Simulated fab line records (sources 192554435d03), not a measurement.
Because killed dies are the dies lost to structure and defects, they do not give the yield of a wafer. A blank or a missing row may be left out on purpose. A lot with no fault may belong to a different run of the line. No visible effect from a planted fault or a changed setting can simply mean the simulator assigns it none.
Chamber matching + flow n5_finfet + rie_diel-01 running N5_BEOL_M13_ETCH_68: 4 sister chambers
The step etches SOC in N2/H2, time 355 s. 8 wafers are shown with their chamber, then 9 later ones without.

== WAFERS WITH THEIR CHAMBER ==
| wafer  | chamber | drypump_motor_current_A (A) | showerhead_plenum_p_Torr (Torr) |
|--------|---------|-----------------------------|---------------------------------|
| L078.1 | 0       | 5.6                         | 2.50                            |
| L082.3 | 1       | 5.5                         | 2.50                            |
| L085.1 | 2       | 6.3                         | 2.44                            |
| L085.2 | 3       | 5.5                         | 2.52                            |
| L085.6 | 1       | 5.5                         | 2.50                            |
| L084.1 | 2       | 6.2                         | 2.44                            |
| L084.3 | 3       | 5.5                         | 2.51                            |
| L084.4 | 0       | 5.6                         | 2.50                            |

== WAFERS WHOSE CHAMBER IS MISSING ==
| wafer  | drypump_motor_current_A (A) | showerhead_plenum_p_Torr (Torr) |
|--------|-----------------------------|---------------------------------|
| L087.1 | 6.3                         | 2.44                            |
| L087.2 | 5.6                         | 2.50                            |
| L087.3 | 5.4                         | 2.51                            |
| L094.2 | 6.3                         | 2.43                            |
| L094.3 | 5.4                         | 2.51                            |
| L094.5 | 5.7                         | 2.49                            |
| L093.1 | 5.7                         | 2.49                            |
| L093.2 | 5.4                         | 2.51                            |
| L093.3 | 6.3                         | 2.43                            |

== CHAMBER TAKEN BY EACH ==
| wafer  | from the rows above     | in truth |
|--------|-------------------------|----------|
| L087.1 | 2                       | 2        |
| L087.2 | 0                       | 0        |
| L087.3 | can't be placed: 3 or 1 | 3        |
| L094.2 | 2                       | 2        |
| L094.3 | can't be placed: 3 or 1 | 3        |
| L094.5 | 0                       | 0        |
| L093.1 | 0                       | 0        |
| L093.2 | can't be placed: 3 or 1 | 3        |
| L093.3 | 2                       | 2        |
Correctly placed: 6 of 9. Can't be placed from these rows: 3 (the true chamber is among the candidates in 3). Number placed wrongly: 0.
How it was worked out, from the rows above alone: a wafer's distance from a chamber is the root of the sum, over the readings, of the square of ((its reading less the chamber's mean) divided by the reading's scatter). If the next closest chamber is less than 2 further off than the closest, the wafer can't be placed; otherwise it belongs to the closest. Each chamber's mean is taken over the wafers shown for it. How the scatter is found: for the shown wafers, subtract from each reading the mean of its chamber, square and add these, divide the total by (wafers less chambers), then take the root.
